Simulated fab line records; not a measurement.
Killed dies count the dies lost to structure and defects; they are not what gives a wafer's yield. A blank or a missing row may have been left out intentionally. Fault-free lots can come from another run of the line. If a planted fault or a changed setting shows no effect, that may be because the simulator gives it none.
A lot that was struck, set against a sound lot :: flow n5-finfet :: 15 out of 1938 route steps
Sound: the wafers L518.2, L518.4, L518.6. Wafers struck: L523.4, L523.5. The cause comes at the end.
For every step that has rows: the tool of each side, followed by ch and its chambers, followed by its first start. Under that, the readings that differ: sound wafers :: struck wafers :: difference of the means :: sigmas: that difference in standard deviations of wafers without a fault.
alike: readings whose means differ by less than 2 such deviations, and words and numbers that are the same on both sides. not compared: withheld readings, readings that some wafer has no value for, bounds like >300 that may hide the same value, and numbers for which the record gives no deviation and whose values overlap.
A row with sigmas, a row that says differs or no value, or rows on one side alone: a step with any of these is where the two part. Numbers that have no deviation but don't overlap get no sigmas and don't part them. Lack of a reading on every wafer of one side parts them only where that side has two or more wafers.

first, 2 steps without rows for these wafers: N5_FIN_SAQP_HM_OPEN_73 (chemistry CHF3/O2, target SiO2, stops on a-Si, target depth 12 nm, time 16.8 s); N5_FIN_SAQP_STRIP_74 (strips in CHF3/O2).
N5_FIN_SAQP_MANDREL_ETCH_22: etches a-Si in HBr/Cl2, stops on SiNx, target depth 60 nm, bt time 10 s, time 30 s.
  sound on rie-si-01 ch 0,2,3, day 3 04:37; struck on rie-si-02 ch 0,2, day 4 09:58
  alike: drypump-motor-current-A, oes-product-au, throttle-valve-pct
  not compared: rf-hours-counter-h
N5_FIN_SAQP_STRIP_55: strips in N2/H2.
  sound on rie-diel-01 ch 1,2, day 3 04:43; struck on rie-diel-01 ch 0,2, day 4 10:05
  alike: drypump-motor-current-A, oes-product-au, power-w, rf-vpp-V, showerhead-plenum-p-Torr, throttle-valve-pct
  not compared: rf-hours-counter-h
then, 2 steps without rows for these wafers: N5_FIN_SAQP_STRIP_23 (strips in SPM, time 750 s); N5_FIN_SAQP_SRD_66 (time 30 s).
N5_FIN_SAQP_RECESS_75: chemistry HF/NH3, target SiO2, target depth 14.4 nm, afs cycles 3, sublimation time 60 s.
  sound on vapor-etch-02 ch 1, day 3 05:04; struck on vapor-etch-01 ch 0,1, day 4 10:45
  alike: drypump-motor-current-A
then, 1 step without rows for these wafers: N5_FIN_SAQP_SPACER1_ALD_24 (deposits SiO2, target thk 20.3 nm, pulse time 1 s, purge time 2 s).
N5_FIN_SAQP_SPACER1_ETCHBACK_25: etches SiO2 in CHF3/O2, target depth 24.4 nm, time 12.2 s.
  sound on rie-diel-04 ch 0,1,3, day 3 06:22; struck on rie-diel-01 ch 0,3, day 4 12:14
  alike: drypump-motor-current-A, oes_ar_750_au, oes_f_703_au, oes-product-au, rf-vpp-V, showerhead-plenum-p-Torr, throttle-valve-pct
  not compared: rf-hours-counter-h
then, 1 step without rows for these wafers: N5_FIN_SAQP_MANDREL1_REMOVE_56 (chemistry HBr/Cl2/O2, target a-Si, stops on SiNx, bt time 10 s).
N5_FIN_SAQP_CD_MEAS_27: target cd 20 nm.
  sound on cd-sem-01 ch 0, day 3 06:34; struck on cd-sem-01 ch 0, day 4 12:26
  alike: cd-nm
then, 1 step without rows for these wafers: N5_FIN_SAQP_ETCH_57 (etches SiNx in CH3F/O2, target depth 32.5 nm, time 46.4 s).
N5_FIN_SAQP_ETCH_65: etches SiO2 in CF4, target depth 4 nm, time 4.4 s.
  sound on rie-si-03 ch 0,1,3, day 3 06:43; struck on rie-si-03 ch 0,3, day 4 12:40
reading: model.etch.depth-nm (nm)
sound: 3.951 3.794 4.155
struck: 3.5 3.662
difference: -0.4
sigmas: 
  alike: cf4-flow-sccm, drypump-motor-current-A, oes-product-au, throttle-valve-pct
  not compared: rf-hours-counter-h
N5_FIN_SAQP_MANDREL_ETCH_58: etches a-Si in HBr/Cl2, stops on SiNx, target depth 45 nm, bt time 10 s, time 27 s.
  sound on rie-si-03 ch 0,1,3, day 3 06:45; struck on rie-si-03 ch 0,3, day 4 12:42
  alike: drypump-motor-current-A, oes-product-au, throttle-valve-pct
  not compared: rf-hours-counter-h
-- a jump in the record: the struck wafers' starts before and after are 6 days apart (it breaks off in module FIN_SAQP and resumes in module BEOL_M4, where the first step shown is number 1111 of the route) --
N5_BEOL_M4_RC_MEAS_101:
  sound on prober-01 ch 0, day 8 20:48; struck on prober-01 ch 0, day 10 22:04
  alike: DIBL_N, DIBL_P, IOFF_N, IOFF_P, ION_N, ION_P, SS_N, SS_P, VT_N, VT_P

## WHERE THEY PART
Nowhere in this record.

WHY: the cause the simulator had injected
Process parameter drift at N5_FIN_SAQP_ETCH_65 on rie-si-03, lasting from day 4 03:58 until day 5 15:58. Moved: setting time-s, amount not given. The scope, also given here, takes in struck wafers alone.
